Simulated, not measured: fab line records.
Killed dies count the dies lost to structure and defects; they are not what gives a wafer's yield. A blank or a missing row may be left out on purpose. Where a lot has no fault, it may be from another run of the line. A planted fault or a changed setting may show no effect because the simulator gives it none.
Which tool was responsible? | flow n5Finfet | 72 wafers from 24 lots sampled at 3 of the route's 1938 steps

## WHAT THE GAUGES READ, wafer by wafer
N5_BEOL_M12_THK_MEAS_01. Usual: for M12_ILD_THK the level is 658 nm and the standard deviation is 9.
lot  | measured     | on           | M12_ILD_THK (nm) | flag
L074 | day 10 08:22 | filmMetro-02 | 659 662 681      | 
L075 | day 10 08:56 | filmMetro-02 | 664 654 659      | 
L076 | day 11 03:55 | filmMetro-02 | 648 660 664      | 
L077 | day 11 05:23 | filmMetro-01 | 657 662 673      | 
L078 | day 11 11:34 | filmMetro-01 | 660 655 670      | 
L081 | day 12 03:37 | filmMetro-01 | 649 644 650      | 
L079 | day 12 06:49 | filmMetro-02 | 667 672 669      | 
L080 | day 12 07:33 | filmMetro-01 | 637 636 655      | 
L082 | day 12 18:33 | filmMetro-02 | 655 660 653      | 
L083 | day 13 05:11 | filmMetro-01 | 664 661 665      | 
L084 | day 13 13:07 | filmMetro-02 | 651 663 665      | 
L085 | day 13 17:07 | filmMetro-01 | 652 667 655      | 
L086 | day 13 21:26 | filmMetro-01 | 664 658 672      | 
L088 | day 14 06:14 | filmMetro-01 | 653 646 666      | 
L087 | day 14 08:28 | filmMetro-01 | 658 666 663      | 
L089 | day 14 13:41 | filmMetro-01 | 660 669 663      | 
L091 | day 14 21:12 | filmMetro-01 | 660 652 674      | 
L090 | day 14 23:23 | filmMetro-01 | 664 672 669      | 
L093 | day 15 13:32 | filmMetro-02 | 649 643 648      | 
L092 | day 15 14:41 | filmMetro-01 | 652 649 651      | 
L095 | day 15 21:22 | filmMetro-01 | 649 653 651      | 
L097 | day 15 22:37 | filmMetro-01 | 654 644 656      | 
L094 | day 16 00:06 | filmMetro-01 | 645 655 643      | 
L096 | day 16 02:32 | filmMetro-01 | 649 655 660      | 

N5_BEOL_M12_CD_MEAS_17: the cd target is 140 nm. Usual: cdNm at 141.8 nm, with a standard deviation of 2.3.
lot  | measured     | on       | cdNm (nm)         | flag
L074 | day 10 09:16 | cdSem-03 | 139.3 139.2 139.4 | 
L075 | day 10 09:49 | cdSem-02 | 141.0 146.2 145.4 | 
L076 | day 11 04:56 | cdSem-02 | 141.1 140.9 144.1 | 
L077 | day 11 06:20 | cdSem-01 | 143.4 143.9 140.3 | 
L078 | day 11 12:28 | cdSem-03 | 139.9 140.6 141.4 | 
L081 | day 12 04:31 | cdSem-01 | 142.3 142.2 139.9 | 
L079 | day 12 07:43 | cdSem-03 | 138.9 141.6 139.4 | 
L080 | day 12 08:34 | cdSem-03 | 140.6 141.6 142.7 | 
L082 | day 12 19:39 | cdSem-03 | 136.0 143.5 145.7 | 
L083 | day 13 06:26 | cdSem-03 | 145.1 143.7 140.4 | 
L084 | day 13 14:08 | cdSem-03 | 140.5 141.4 138.4 | 
L085 | day 13 18:07 | cdSem-02 | 139.8 142.3 142.9 | 
L086 | day 13 22:27 | cdSem-02 | 144.4 143.8 143.1 | 
L088 | day 14 07:10 | cdSem-03 | 142.5 143.9 144.5 | 
L087 | day 14 09:28 | cdSem-03 | 141.0 142.0 144.8 | 
L089 | day 14 15:20 | cdSem-03 | 135.7 139.7 141.5 | 
L091 | day 14 22:13 | cdSem-03 | 142.6 141.2 140.8 | 
L090 | day 15 01:02 | cdSem-01 | 143.7 143.3 143.2 | 
L093 | day 15 14:27 | cdSem-01 | 142.7 140.1 146.6 | 
L092 | day 15 15:37 | cdSem-03 | 140.7 143.0 142.7 | 
L095 | day 15 22:32 | cdSem-02 | 139.6 143.2 142.0 | 
L097 | day 16 00:01 | cdSem-01 | 138.4 142.3 145.5 | 
L094 | day 16 01:07 | cdSem-01 | 142.3 139.7 137.3 | 
L096 | day 16 03:26 | cdSem-03 | 145.0 143.6 145.3 | 

## TOOL THAT RAN EACH LOT (tool first, then ch and the chambers of the sampled wafers, then the start)
lot  | N5_BEOL_M11_CURE_72
L074 | uvCure-02 ch 2, day 10 05:08
L075 | uvCure-02 ch 1, day 10 05:37
L076 | uvCure-03 ch 1, day 11 01:37
L077 | uvCure-02 ch 1, day 11 01:51
L078 | uvCure-01 ch 0, day 11 08:21
L081 | uvCure-03 ch 2, day 12 01:20
L079 | uvCure-01 ch 1, day 12 04:23
L080 | uvCure-01 ch 2, day 12 04:59
L082 | uvCure-03 ch 2, day 12 14:41
L083 | uvCure-02 ch 0, day 13 02:11
L084 | uvCure-03 ch 1, day 13 10:52
L085 | uvCure-03 ch 0, day 13 14:27
L086 | uvCure-01 ch 0, day 13 18:20
L088 | uvCure-01 ch 0, day 14 03:40
L087 | uvCure-01 ch 0, day 14 06:00
L089 | uvCure-02 ch 2, day 14 10:00
L091 | uvCure-03 ch 0, day 14 18:28
L090 | uvCure-02 ch 0, day 14 19:07
L093 | uvCure-03 ch 1, day 15 11:10
L092 | uvCure-03 ch 1, day 15 11:52
L095 | uvCure-03 ch 0, day 15 18:13
L097 | uvCure-02 ch 0, day 15 19:43
L094 | uvCure-02 ch 2, day 15 21:02
L096 | uvCure-03 ch 0, day 15 22:30
- N5_BEOL_M11_CURE_72: cures SiCOH lowk, time 120 s.

## AS READ BY THE TOOLS THEMSELVES (means over the sampled wafers that have a number; for cases with no such wafer, the mark the record gives instead)
N5_BEOL_M11_CURE_72. Usual: lampPowerPct 52.31 %, standard deviation 0.056; wafer_temp_C_max 371.5, standard deviation 0.53.
lot  | tool      | lampPowerPct (%) | wafer_temp_C_max | flag
L074 | uvCure-02 | 52.31            | 372.0            | 
L075 | uvCure-02 | 52.28            | 371.2            | 
L076 | uvCure-03 | 52.30            | 371.4            | 
L077 | uvCure-02 | 52.28            | 371.2            | 
L078 | uvCure-01 | 52.35            | 371.4            | 
L081 | uvCure-03 | 52.32            | 371.3            | 
L079 | uvCure-01 | 52.34            | 371.5            | 
L080 | uvCure-01 | 52.31            | 372.3            | 
L082 | uvCure-03 | 52.34            | 371.8            | 
L083 | uvCure-02 | 52.35            | 371.7            | 
L084 | uvCure-03 | 52.31            | 371.1            | 
L085 | uvCure-03 | 52.30            | 371.8            | 
L086 | uvCure-01 | 52.28            | 371.4            | 
L088 | uvCure-01 | 52.30            | 371.1            | 
L087 | uvCure-01 | 52.26            | 371.3            | 
L089 | uvCure-02 | 52.30            | 372.2            | 
L091 | uvCure-03 | 52.29            | 372.6            | 
L090 | uvCure-02 | 52.32            | 371.3            | 
L093 | uvCure-03 | 52.37            | 370.9            | 
L092 | uvCure-03 | 52.28            | 370.7            | 
L095 | uvCure-03 | 52.34            | 372.0            | 
L097 | uvCure-02 | 52.31            | 371.4            | 
L094 | uvCure-02 | 52.32            | 371.9            | 
L096 | uvCure-03 | 52.35            | 372.1            | 

## THE ANSWER, worked out from the rows above alone
Rule: take the mean of a lot's wafers that have a number; if it is more than 3 standard deviations from the usual mean, the lot is off. A lot without any number at a reading at which 4 lots or more have one is off too. Where the step has rows for the other lots, those lots are counted as sound. After the gauges, taken in route order, come the tools' own readings; for these a lot's mean is taken, as printed above. The first step at which some lot is off is used, and at that step the reading that is off furthest; a lot without a number counts as furthest.
Nothing can be told from this: no lot is off at any reading shown.

## WHAT THE SIMULATOR PUT IN
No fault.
